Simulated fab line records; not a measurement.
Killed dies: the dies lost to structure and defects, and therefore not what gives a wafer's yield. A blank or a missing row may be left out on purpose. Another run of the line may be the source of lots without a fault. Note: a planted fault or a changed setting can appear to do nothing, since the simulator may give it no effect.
Which tool is to blame? / flow n5 finfet / 8 lots, 24 wafers sampled, at 7 steps of a route of 1938

WHAT EACH GAUGE READ, for each wafer
N5_MOL_CONTACT_COAG_CD_MEAS_137: the cd target is 16 nm. Usual: cd nm reads 15.7 nm (standard deviation 0.34).
lot=L745; measured=day 6 11:20; on=cd sem-01; cd nm (nm)=15.3 15.5 15.9; flag=
lot=L746; measured=day 6 14:20; on=cd sem-03; cd nm (nm)=15.7 15.8 15.9; flag=
lot=L750; measured=day 7 14:30; on=cd sem-02; cd nm (nm)=- - -; flag=OFF
lot=L751; measured=day 8 06:00; on=cd sem-02; cd nm (nm)=- - -; flag=OFF
lot=L752; measured=day 8 08:01; on=cd sem-01; cd nm (nm)=- - -; flag=OFF
lot=L760; measured=day 10 04:07; on=cd sem-01; cd nm (nm)=15.4 15.9 15.5; flag=
lot=L761; measured=day 10 16:56; on=cd sem-01; cd nm (nm)=15.5 16.2 15.2; flag=
lot=L762; measured=day 10 20:11; on=cd sem-03; cd nm (nm)=15.9 15.8 15.7; flag=

N5_BEOL_M4_RC_MEAS_101. Usual: DIBL_N 36.4 mV/V, standard deviation 2; DIBL_P 36.1 mV/V, standard deviation 2.5; IOFF_N 0.16 nA/um, standard deviation 0.037; IOFF_P 0.20 nA/um, standard deviation 0.038; ION_N 670 uA/um, standard deviation 13; ION_P 459 uA/um, standard deviation 8.3; SS_N 71.6 mV/dec, standard deviation 0.69; SS_P 73.3 mV/dec, standard deviation 0.72; VT_N 250 mV, standard deviation 3.4; VT_P -251 mV, standard deviation 3.1.
lot=L745; measured=day 9 03:44; on=prober-01; DIBL_N (mV/V)=34.9 39.3 35.5; DIBL_P (mV/V)=34.7 39.6 34.9; IOFF_N (nA/um)=0.13 0.22 0.14; IOFF_P (nA/um)=0.16 0.25 0.16; ION_N (uA/um)=665 680 663; ION_P (uA/um)=454 461 449; SS_N (mV/dec)=70.6 72.3 71.7; SS_P (mV/dec)=72.8 73.9 73.0; VT_N (mV)=255 249 251; VT_P (mV)=-254 -249 -255; flag=
lot=L746; measured=day 9 11:25; on=prober-01; DIBL_N (mV/V)=36.3 33.8 38.1; DIBL_P (mV/V)=35.4 32.8 38.9; IOFF_N (nA/um)=0.17 0.13 0.24; IOFF_P (nA/um)=0.21 0.16 0.27; ION_N (uA/um)=660 655 694; ION_P (uA/um)=449 454 462; SS_N (mV/dec)=72.2 71.0 71.6; SS_P (mV/dec)=73.8 72.8 74.5; VT_N (mV)=251 255 244; VT_P (mV)=-250 -252 -245; flag=
lot=L760; measured=day 13 09:29; on=prober-02; DIBL_N (mV/V)=35.5 34.2 37.4; DIBL_P (mV/V)=35.2 34.1 36.8; IOFF_N (nA/um)=0.15 0.12 0.19; IOFF_P (nA/um)=0.21 0.18 0.22; ION_N (uA/um)=669 669 668; ION_P (uA/um)=460 459 456; SS_N (mV/dec)=72.0 71.5 73.1; SS_P (mV/dec)=72.5 72.3 73.3; VT_N (mV)=250 255 247; VT_P (mV)=-250 -251 -249; flag=
lot=L761; measured=day 13 12:19; on=prober-02; DIBL_N (mV/V)=35.4 37.1 35.8; DIBL_P (mV/V)=36.3 36.9 36.5; IOFF_N (nA/um)=0.14 0.15 0.14; IOFF_P (nA/um)=0.18 0.18 0.18; ION_N (uA/um)=678 657 663; ION_P (uA/um)=464 441 458; SS_N (mV/dec)=70.8 71.9 71.3; SS_P (mV/dec)=73.9 73.3 73.5; VT_N (mV)=252 253 250; VT_P (mV)=-254 -256 -256; flag=
lot=L762; measured=day 13 16:30; on=prober-01; DIBL_N (mV/V)=36.7 37.6 35.3; DIBL_P (mV/V)=36.9 36.4 34.9; IOFF_N (nA/um)=0.18 0.17 0.13; IOFF_P (nA/um)=0.19 0.18 0.17; ION_N (uA/um)=676 668 651; ION_P (uA/um)=455 445 452; SS_N (mV/dec)=71.4 71.6 70.8; SS_P (mV/dec)=74.0 73.9 72.3; VT_N (mV)=246 247 251; VT_P (mV)=-254 -255 -256; flag=

WHICH TOOL RAN EACH LOT (tool, then ch and the chambers of the sampled wafers, then the start)
lot=L745; N5_MOL_CONTACT_COAG_ETCHBACK_132=rie diel-05 ch 0,1, day 6 10:50; N5_MOL_CONTACT_COAG_ETCH_91=rie diel-05 ch 0,1, day 6 10:52; N5_MOL_CONTACT_COAG_ETCHBACK_135=rie diel-05 ch 0,1, day 6 10:58; N5_MOL_CONTACT_COAG_STRIP_96=rie diel-05 ch 0,1, day 6 11:04; N5_MOL_CONTACT_COAG_STRIP_119=plasma asher-01 ch 0,1, day 6 11:11
lot=L746; N5_MOL_CONTACT_COAG_ETCHBACK_132=rie diel-04 ch 0,1,2, day 6 13:50; N5_MOL_CONTACT_COAG_ETCH_91=rie diel-04 ch 0,1,2, day 6 13:53; N5_MOL_CONTACT_COAG_ETCHBACK_135=rie diel-04 ch 0,1,2, day 6 13:58; N5_MOL_CONTACT_COAG_STRIP_96=rie diel-04 ch 0,1,2, day 6 14:04; N5_MOL_CONTACT_COAG_STRIP_119=plasma asher-01 ch 0,1, day 6 14:11
lot=L750; N5_MOL_CONTACT_COAG_ETCHBACK_132=rie diel-05 ch 2,3, day 7 14:01; N5_MOL_CONTACT_COAG_ETCH_91=rie diel-05 ch 2,3, day 7 14:02; N5_MOL_CONTACT_COAG_ETCHBACK_135=rie diel-05 ch 2,3, day 7 14:08; N5_MOL_CONTACT_COAG_STRIP_96=rie diel-05 ch 2,3, day 7 14:14; N5_MOL_CONTACT_COAG_STRIP_119=plasma asher-01 ch 0,1, day 7 14:21
lot=L751; N5_MOL_CONTACT_COAG_ETCHBACK_132=rie diel-04 ch 0,3, day 8 05:27; N5_MOL_CONTACT_COAG_ETCH_91=rie diel-04 ch 0,3, day 8 05:29; N5_MOL_CONTACT_COAG_ETCHBACK_135=rie diel-04 ch 0,3, day 8 05:35; N5_MOL_CONTACT_COAG_STRIP_96=rie diel-04 ch 0,3, day 8 05:41; N5_MOL_CONTACT_COAG_STRIP_119=plasma asher-01 ch 0,1, day 8 05:52
lot=L752; N5_MOL_CONTACT_COAG_ETCHBACK_132=rie diel-04 ch 0,2, day 8 07:31; N5_MOL_CONTACT_COAG_ETCH_91=rie diel-04 ch 0,2, day 8 07:33; N5_MOL_CONTACT_COAG_ETCHBACK_135=rie diel-04 ch 0,2, day 8 07:38; N5_MOL_CONTACT_COAG_STRIP_96=rie diel-04 ch 0,2, day 8 07:44; N5_MOL_CONTACT_COAG_STRIP_119=plasma asher-02 ch 0,1, day 8 07:52
lot=L760; N5_MOL_CONTACT_COAG_ETCHBACK_132=rie diel-04 ch 0,2,3, day 10 03:37; N5_MOL_CONTACT_COAG_ETCH_91=rie diel-04 ch 0,2,3, day 10 03:40; N5_MOL_CONTACT_COAG_ETCHBACK_135=rie diel-04 ch 0,2,3, day 10 03:45; N5_MOL_CONTACT_COAG_STRIP_96=rie diel-04 ch 0,2,3, day 10 03:51; N5_MOL_CONTACT_COAG_STRIP_119=plasma asher-01 ch 0,1, day 10 03:58
lot=L761; N5_MOL_CONTACT_COAG_ETCHBACK_132=rie diel-05 ch 1,2,3, day 10 16:26; N5_MOL_CONTACT_COAG_ETCH_91=rie diel-05 ch 1,2,3, day 10 16:28; N5_MOL_CONTACT_COAG_ETCHBACK_135=rie diel-05 ch 1,2,3, day 10 16:34; N5_MOL_CONTACT_COAG_STRIP_96=rie diel-05 ch 1,2,3, day 10 16:40; N5_MOL_CONTACT_COAG_STRIP_119=plasma asher-02 ch 0,1, day 10 16:49
lot=L762; N5_MOL_CONTACT_COAG_ETCHBACK_132=rie diel-05 ch 2,3, day 10 19:41; N5_MOL_CONTACT_COAG_ETCH_91=rie diel-05 ch 2,3, day 10 19:43; N5_MOL_CONTACT_COAG_ETCHBACK_135=rie diel-05 ch 2,3, day 10 19:48; N5_MOL_CONTACT_COAG_STRIP_96=rie diel-05 ch 2,3, day 10 19:54; N5_MOL_CONTACT_COAG_STRIP_119=plasma asher-02 ch 0,1, day 10 20:01
- N5_MOL_CONTACT_COAG_ETCHBACK_132: etches SiO2 in CHF3, target depth 10 nm, time 6.7 s.
- N5_MOL_CONTACT_COAG_ETCH_91: etches SOC in N2/H2, target depth 60 nm, overetch 21 nm, time 101.2 s.
- N5_MOL_CONTACT_COAG_ETCHBACK_135: etches SiO2 in CHF3, target depth 25 nm, time 16.7 s.
- N5_MOL_CONTACT_COAG_STRIP_96: strips in N2/H2.
- N5_MOL_CONTACT_COAG_STRIP_119: strips in N2/H2, time 30 s.

AS READ BY THE TOOLS THEMSELVES (means over the sampled wafers that have a number; for cases with no such wafer, the mark the record gives instead)
N5_MOL_CONTACT_COAG_ETCHBACK_132. Usual: CHF3_flow_sccm 50.01 sccm, standard deviation 0.17; bias w 170.0 W, standard deviation 0.52; chamber pressure mTorr 29.999 mTorr, standard deviation 0.027; drypump motor current A 5.7 A, standard deviation 0.38; oes_f_703_au 0.78 a.u., standard deviation 0.11; oes product au 0.79 a.u., standard deviation 0.11; rf vpp V 515 V, standard deviation 14; showerhead plenum p Torr 2.37 Torr, standard deviation 0.1; throttle valve pct 18.66 %, standard deviation 0.21.
lot=L745; tool=rie diel-05; CHF3_flow_sccm (sccm)=49.96; bias w (W)=169.7; chamber pressure mTorr (mTorr)=30.002; drypump motor current A (A)=5.8; oes_f_703_au (a.u.)=0.74; oes product au (a.u.)=0.74; rf vpp V (V)=512; showerhead plenum p Torr (Torr)=2.47; throttle valve pct (%)=18.74; flag=
lot=L746; tool=rie diel-04; CHF3_flow_sccm (sccm)=49.93; bias w (W)=170.2; chamber pressure mTorr (mTorr)=29.978; drypump motor current A (A)=5.5; oes_f_703_au (a.u.)=0.76; oes product au (a.u.)=0.76; rf vpp V (V)=518; showerhead plenum p Torr (Torr)=2.44; throttle valve pct (%)=18.68; flag=
lot=L750; tool=rie diel-05; CHF3_flow_sccm (sccm)=-; bias w (W)=-; chamber pressure mTorr (mTorr)=-; drypump motor current A (A)=-; oes_f_703_au (a.u.)=-; oes product au (a.u.)=-; rf vpp V (V)=-; showerhead plenum p Torr (Torr)=-; throttle valve pct (%)=-; flag=OFF
lot=L751; tool=rie diel-04; CHF3_flow_sccm (sccm)=-; bias w (W)=-; chamber pressure mTorr (mTorr)=-; drypump motor current A (A)=-; oes_f_703_au (a.u.)=-; oes product au (a.u.)=-; rf vpp V (V)=-; showerhead plenum p Torr (Torr)=-; throttle valve pct (%)=-; flag=OFF
lot=L752; tool=rie diel-04; CHF3_flow_sccm (sccm)=-; bias w (W)=-; chamber pressure mTorr (mTorr)=-; drypump motor current A (A)=-; oes_f_703_au (a.u.)=-; oes product au (a.u.)=-; rf vpp V (V)=-; showerhead plenum p Torr (Torr)=-; throttle valve pct (%)=-; flag=OFF
lot=L760; tool=rie diel-04; CHF3_flow_sccm (sccm)=49.95; bias w (W)=169.9; chamber pressure mTorr (mTorr)=30.005; drypump motor current A (A)=5.6; oes_f_703_au (a.u.)=0.78; oes product au (a.u.)=0.80; rf vpp V (V)=523; showerhead plenum p Torr (Torr)=2.39; throttle valve pct (%)=18.68; flag=
lot=L761; tool=rie diel-05; CHF3_flow_sccm (sccm)=49.98; bias w (W)=170.3; chamber pressure mTorr (mTorr)=29.979; drypump motor current A (A)=5.7; oes_f_703_au (a.u.)=0.78; oes product au (a.u.)=0.78; rf vpp V (V)=520; showerhead plenum p Torr (Torr)=2.32; throttle valve pct (%)=18.78; flag=
lot=L762; tool=rie diel-05; CHF3_flow_sccm (sccm)=50.00; bias w (W)=169.8; chamber pressure mTorr (mTorr)=30.002; drypump motor current A (A)=5.5; oes_f_703_au (a.u.)=0.76; oes product au (a.u.)=0.77; rf vpp V (V)=520; showerhead plenum p Torr (Torr)=2.23; throttle valve pct (%)=18.72; flag=

N5_MOL_CONTACT_COAG_ETCH_91. Usual: chamber pressure mTorr 29.998 mTorr, standard deviation 0.027; drypump motor current A 5.7 A, standard deviation 0.38; oes product au 0.66 a.u., standard deviation 0.083; rf vpp V 523 V, standard deviation 3.2; showerhead plenum p Torr 2.54 Torr, standard deviation 0.12; throttle valve pct 17.83 %, standard deviation 0.29.
lot=L745; tool=rie diel-05; chamber pressure mTorr (mTorr)=29.986; drypump motor current A (A)=5.8; oes product au (a.u.)=0.63; rf vpp V (V)=527; showerhead plenum p Torr (Torr)=2.64; throttle valve pct (%)=17.81; flag=
lot=L746; tool=rie diel-04; chamber pressure mTorr (mTorr)=29.974; drypump motor current A (A)=5.5; oes product au (a.u.)=0.64; rf vpp V (V)=526; showerhead plenum p Torr (Torr)=2.63; throttle valve pct (%)=17.97; flag=
lot=L750; tool=rie diel-05; chamber pressure mTorr (mTorr)=29.972; drypump motor current A (A)=5.5; oes product au (a.u.)=0.32; rf vpp V (V)=520; showerhead plenum p Torr (Torr)=2.44; throttle valve pct (%)=17.86; flag=OFF
lot=L751; tool=rie diel-04; chamber pressure mTorr (mTorr)=30.001; drypump motor current A (A)=5.9; oes product au (a.u.)=0.35; rf vpp V (V)=524; showerhead plenum p Torr (Torr)=2.56; throttle valve pct (%)=17.42; flag=OFF
lot=L752; tool=rie diel-04; chamber pressure mTorr (mTorr)=29.994; drypump motor current A (A)=5.4; oes product au (a.u.)=0.28; rf vpp V (V)=524; showerhead plenum p Torr (Torr)=2.59; throttle valve pct (%)=18.15; flag=OFF
lot=L760; tool=rie diel-04; chamber pressure mTorr (mTorr)=30.003; drypump motor current A (A)=5.7; oes product au (a.u.)=0.68; rf vpp V (V)=524; showerhead plenum p Torr (Torr)=2.57; throttle valve pct (%)=17.87; flag=
lot=L761; tool=rie diel-05; chamber pressure mTorr (mTorr)=30.003; drypump motor current A (A)=5.7; oes product au (a.u.)=0.65; rf vpp V (V)=522; showerhead plenum p Torr (Torr)=2.48; throttle valve pct (%)=17.90; flag=
lot=L762; tool=rie diel-05; chamber pressure mTorr (mTorr)=30.012; drypump motor current A (A)=5.5; oes product au (a.u.)=0.65; rf vpp V (V)=519; showerhead plenum p Torr (Torr)=2.38; throttle valve pct (%)=17.85; flag=

N5_MOL_CONTACT_COAG_ETCHBACK_135. Usual: CHF3_flow_sccm 50.01 sccm, standard deviation 0.14; bias w 170.0 W, standard deviation 0.49; chamber pressure mTorr 29.996 mTorr, standard deviation 0.026; drypump motor current A 5.7 A, standard deviation 0.38; oes_f_703_au 0.78 a.u., standard deviation 0.11; oes product au 0.79 a.u., standard deviation 0.11; rf vpp V 515 V, standard deviation 14; showerhead plenum p Torr 2.37 Torr, standard deviation 0.1; throttle valve pct 18.66 %, standard deviation 0.21.
lot=L745; tool=rie diel-05; CHF3_flow_sccm (sccm)=50.06; bias w (W)=169.7; chamber pressure mTorr (mTorr)=30.013; drypump motor current A (A)=5.8; oes_f_703_au (a.u.)=0.74; oes product au (a.u.)=0.74; rf vpp V (V)=512; showerhead plenum p Torr (Torr)=2.47; throttle valve pct (%)=18.72; flag=
lot=L746; tool=rie diel-04; CHF3_flow_sccm (sccm)=50.04; bias w (W)=170.1; chamber pressure mTorr (mTorr)=29.993; drypump motor current A (A)=5.5; oes_f_703_au (a.u.)=0.76; oes product au (a.u.)=0.76; rf vpp V (V)=518; showerhead plenum p Torr (Torr)=2.44; throttle valve pct (%)=18.68; flag=
lot=L750; tool=rie diel-05; CHF3_flow_sccm (sccm)=49.98; bias w (W)=170.5; chamber pressure mTorr (mTorr)=29.990; drypump motor current A (A)=5.5; oes_f_703_au (a.u.)=0.89; oes product au (a.u.)=0.88; rf vpp V (V)=514; showerhead plenum p Torr (Torr)=2.30; throttle valve pct (%)=18.78; flag=
lot=L751; tool=rie diel-04; CHF3_flow_sccm (sccm)=50.00; bias w (W)=170.1; chamber pressure mTorr (mTorr)=30.015; drypump motor current A (A)=5.9; oes_f_703_au (a.u.)=0.88; oes product au (a.u.)=0.92; rf vpp V (V)=530; showerhead plenum p Torr (Torr)=2.40; throttle valve pct (%)=18.44; flag=
lot=L752; tool=rie diel-04; CHF3_flow_sccm (sccm)=49.96; bias w (W)=169.4; chamber pressure mTorr (mTorr)=29.993; drypump motor current A (A)=5.4; oes_f_703_au (a.u.)=0.74; oes product au (a.u.)=0.74; rf vpp V (V)=516; showerhead plenum p Torr (Torr)=2.40; throttle valve pct (%)=18.86; flag=
lot=L760; tool=rie diel-04; CHF3_flow_sccm (sccm)=50.10; bias w (W)=170.3; chamber pressure mTorr (mTorr)=29.988; drypump motor current A (A)=5.7; oes_f_703_au (a.u.)=0.78; oes product au (a.u.)=0.80; rf vpp V (V)=523; showerhead plenum p Torr (Torr)=2.39; throttle valve pct (%)=18.69; flag=
lot=L761; tool=rie diel-05; CHF3_flow_sccm (sccm)=49.97; bias w (W)=170.0; chamber pressure mTorr (mTorr)=29.995; drypump motor current A (A)=5.7; oes_f_703_au (a.u.)=0.78; oes product au (a.u.)=0.78; rf vpp V (V)=520; showerhead plenum p Torr (Torr)=2.32; throttle valve pct (%)=18.78; flag=
lot=L762; tool=rie diel-05; CHF3_flow_sccm (sccm)=49.94; bias w (W)=170.3; chamber pressure mTorr (mTorr)=30.005; drypump motor current A (A)=5.5; oes_f_703_au (a.u.)=0.77; oes product au (a.u.)=0.78; rf vpp V (V)=521; showerhead plenum p Torr (Torr)=2.23; throttle valve pct (%)=18.72; flag=

N5_MOL_CONTACT_COAG_STRIP_96. Usual: chamber pressure mTorr 50.01 mTorr, standard deviation 0.056; drypump motor current A 5.7 A, standard deviation 0.38; oes product au 0.79 a.u., standard deviation 0.11; rf vpp V 121.7 V, standard deviation 1.5; showerhead plenum p Torr 3.35 Torr, standard deviation 0.15; throttle valve pct 19.0 %, standard deviation 0.41.
lot=L745; tool=rie diel-05; chamber pressure mTorr (mTorr)=49.99; drypump motor current A (A)=5.8; oes product au (a.u.)=0.75; rf vpp V (V)=123.2; showerhead plenum p Torr (Torr)=3.48; throttle valve pct (%)=18.8; flag=
lot=L746; tool=rie diel-04; chamber pressure mTorr (mTorr)=50.00; drypump motor current A (A)=5.4; oes product au (a.u.)=0.77; rf vpp V (V)=122.2; showerhead plenum p Torr (Torr)=3.47; throttle valve pct (%)=19.1; flag=
lot=L750; tool=rie diel-05; chamber pressure mTorr (mTorr)=50.00; drypump motor current A (A)=5.5; oes product au (a.u.)=0.87; rf vpp V (V)=120.7; showerhead plenum p Torr (Torr)=3.23; throttle valve pct (%)=19.2; flag=
lot=L751; tool=rie diel-04; chamber pressure mTorr (mTorr)=50.05; drypump motor current A (A)=5.9; oes product au (a.u.)=0.93; rf vpp V (V)=122.3; showerhead plenum p Torr (Torr)=3.38; throttle valve pct (%)=18.6; flag=
lot=L752; tool=rie diel-04; chamber pressure mTorr (mTorr)=50.03; drypump motor current A (A)=5.4; oes product au (a.u.)=0.75; rf vpp V (V)=123.3; showerhead plenum p Torr (Torr)=3.42; throttle valve pct (%)=19.5; flag=
lot=L760; tool=rie diel-04; chamber pressure mTorr (mTorr)=49.97; drypump motor current A (A)=5.7; oes product au (a.u.)=0.81; rf vpp V (V)=121.3; showerhead plenum p Torr (Torr)=3.39; throttle valve pct (%)=19.1; flag=
lot=L761; tool=rie diel-05; chamber pressure mTorr (mTorr)=49.99; drypump motor current A (A)=5.8; oes product au (a.u.)=0.79; rf vpp V (V)=121.1; showerhead plenum p Torr (Torr)=3.28; throttle valve pct (%)=19.0; flag=
lot=L762; tool=rie diel-05; chamber pressure mTorr (mTorr)=49.96; drypump motor current A (A)=5.5; oes product au (a.u.)=0.78; rf vpp V (V)=119.5; showerhead plenum p Torr (Torr)=3.14; throttle valve pct (%)=19.0; flag=

N5_MOL_CONTACT_COAG_STRIP_119. Usual: drypump motor current A 5.55 A, standard deviation 0.15; heater power w 342 W, standard deviation 25.
lot=L745; tool=plasma asher-01; drypump motor current A (A)=5.55; heater power w (W)=331; flag=
lot=L746; tool=plasma asher-01; drypump motor current A (A)=5.55; heater power w (W)=336; flag=
lot=L750; tool=plasma asher-01; drypump motor current A (A)=5.42; heater power w (W)=354; flag=
lot=L751; tool=plasma asher-01; drypump motor current A (A)=5.42; heater power w (W)=354; flag=
lot=L752; tool=plasma asher-02; drypump motor current A (A)=5.61; heater power w (W)=337; flag=
lot=L760; tool=plasma asher-01; drypump motor current A (A)=5.42; heater power w (W)=353; flag=
lot=L761; tool=plasma asher-02; drypump motor current A (A)=5.56; heater power w (W)=346; flag=
lot=L762; tool=plasma asher-02; drypump motor current A (A)=5.58; heater power w (W)=339; flag=

THE ANSWER, worked out from the rows above alone
Rule: take the mean of a lot's wafers that have a number; if it is more than 3 standard deviations from the usual mean, the lot is off. Also off: a lot with no number at a reading for which 4 or more lots have one. All remaining lots with rows at the step are treated as sound. The gauges are gone through in route order, then the tools' own readings, and for those a lot's mean is taken as printed above. The first step at which some lot is off is used, and at that step the reading that is off furthest; a lot without a number counts as furthest.
Off at N5_MOL_CONTACT_COAG_CD_MEAS_137 (cd nm): L750, L751, L752. Without a number there: L750, L751, L752.
A tool fits if, at a process step before that reading, it ran every lot that is off, and no sound lot after the first of them. Not tried: the gauges at N5_MOL_CONTACT_COAG_CD_MEAS_137; whatever is off there is also off at N5_MOL_CONTACT_COAG_ETCHBACK_132, on other tools, and gauge error can't account for it. Not one of the candidates tried fits.

WHAT THE SIMULATOR HAD PUT IN
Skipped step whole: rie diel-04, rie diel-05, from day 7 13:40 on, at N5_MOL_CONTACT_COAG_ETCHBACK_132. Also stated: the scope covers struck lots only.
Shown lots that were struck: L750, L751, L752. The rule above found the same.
